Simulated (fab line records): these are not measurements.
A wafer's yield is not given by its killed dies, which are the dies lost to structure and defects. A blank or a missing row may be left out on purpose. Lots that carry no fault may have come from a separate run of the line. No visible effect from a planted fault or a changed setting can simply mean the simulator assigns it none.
Struck lot and sound lot, side by side    flow n5 finfet    32 steps out of a route of 1938
Sound: the wafers L374.3, L374.5, L374.6. Struck: wafer L376.3 (L376.2, L376.6, from the same lot, were not struck and are left out); the cause is given at the end.
At each step with rows: each side's tool, then ch and its chambers, then its first start. Under that, the readings that differ: sound wafers    struck wafers    difference of the means    sigmas: that difference in standard deviations of wafers without a fault.
alike: a reading whose means differ by less than 2 such deviations, as well as words and numbers matching on both sides. not compared: withheld readings; readings where some wafer has no value; bounds like >300 that might hide an equal value; numbers whose values overlap and for which the record gives no deviation.
Wherever a step has rows on one side only, a row that says differs or no value, or a row with sigmas, the two part there. Non-overlapping numbers with no deviation appear without sigmas and do not part them. A reading missing from all wafers of one side parts the sides only when that side holds two or more wafers.

first, 8 steps without rows for these wafers: N5_BEOL_M12_HARDBAKE_32 (time 120 s); N5_BEOL_M12_DESCUM_33 (chemistry O2, time 7.9 s); N5_BEOL_M12_ETCH_67 (etches SiARC in CF4, target depth 143 nm, time 238.3 s); N5_BEOL_M12_ETCH_68 (etches SOC in N2/H2, time 285 s); N5_BEOL_M12_STRIP_69 (strips in N2/H2); N5_BEOL_M12_TRENCH_ETCH_34 (etches SiOC in C4F8/O2/Ar, target depth 318.95 nm, time 125.5 s); N5_BEOL_M12_STRIP_70 (strips in C4F8/O2/Ar); N5_BEOL_M12_STRIP_37 (strips in N2/H2).
N5_BEOL_M12_ETCH_38: etches SiCN in CF4/N2, target depth 68.7 nm, time 73.4 s.
  sound on rie diel-05 ch 1,2, day 17 00:17; struck on rie diel-04 ch 1, day 18 07:11
  alike: bias w, drypump motor current A, oes product au, rf vpp V, showerhead plenum p Torr, throttle valve pct
  not compared: rf hours counter h
then, 22 steps without rows for these wafers: N5_BEOL_M12_PRECLEAN_39 (cleans in residue remover, time 60 s); N5_BEOL_M12_SRD_40 (time 30 s, dry time 30 s); N5_BEOL_M12_DEGAS_41 (time 60 s); N5_BEOL_M12_PRE_CLEAN_42 (time 30 s); N5_BEOL_M12_SPUTTER_43 (material TaN, target thk 15 nm, time 24.19 s); N5_BEOL_M12_SPUTTER_44 (material Ta, target thk 10 nm, time 16.13 s); N5_BEOL_M12_SPUTTER_45 (material Cu, target thk 80 nm, time 13.33 s); N5_BEOL_M12_ECD_47 (material Cu, target thk 720 nm); N5_BEOL_M12_ANNEAL_48 (time 90 s); N5_BEOL_M12_CMP_49 (polishes, stops on SiOC, t overpolish 20.6 s, target thk 320 nm); N5_BEOL_M12_PRE_CLEAN_52 (time 15 s); N5_BEOL_M12_DEP_53 (deposits SiCN from 3MS/NH3, target thk 30 nm, time 10.5 s); N5_BEOL_M13_ILD_DEP_00 (deposits SiOC from DEMS/O2, target thk 837.92 nm, time 166.4 s); N5_BEOL_M13_COAT_58 (time 60 s, resist thk 89 nm); N5_BEOL_M13_COAT_04 (resist thk 400 nm); N5_BEOL_M13_EBR_06; N5_BEOL_M13_SOFTBAKE_05 (time 60 s); N5_BEOL_M13_EXPOSE_07 (exposes mask V12); N5_BEOL_M13_PEB_08 (peb time 90 s); N5_BEOL_M13_DEVELOP_09 (develop time 45 s); N5_BEOL_M13_HARDBAKE_14 (time 120 s); N5_BEOL_M13_DESCUM_15 (chemistry O2, time 7.9 s).
N5_PASSIVATION_PROBE_49:
  only the struck wafers here have rows in the record (prober-01, day 19 21:21); the sound ones have none

== WHERE THEY PART ==
N5_PASSIVATION_PROBE_49 only, going by this record.

WHY: whatever the simulator had introduced
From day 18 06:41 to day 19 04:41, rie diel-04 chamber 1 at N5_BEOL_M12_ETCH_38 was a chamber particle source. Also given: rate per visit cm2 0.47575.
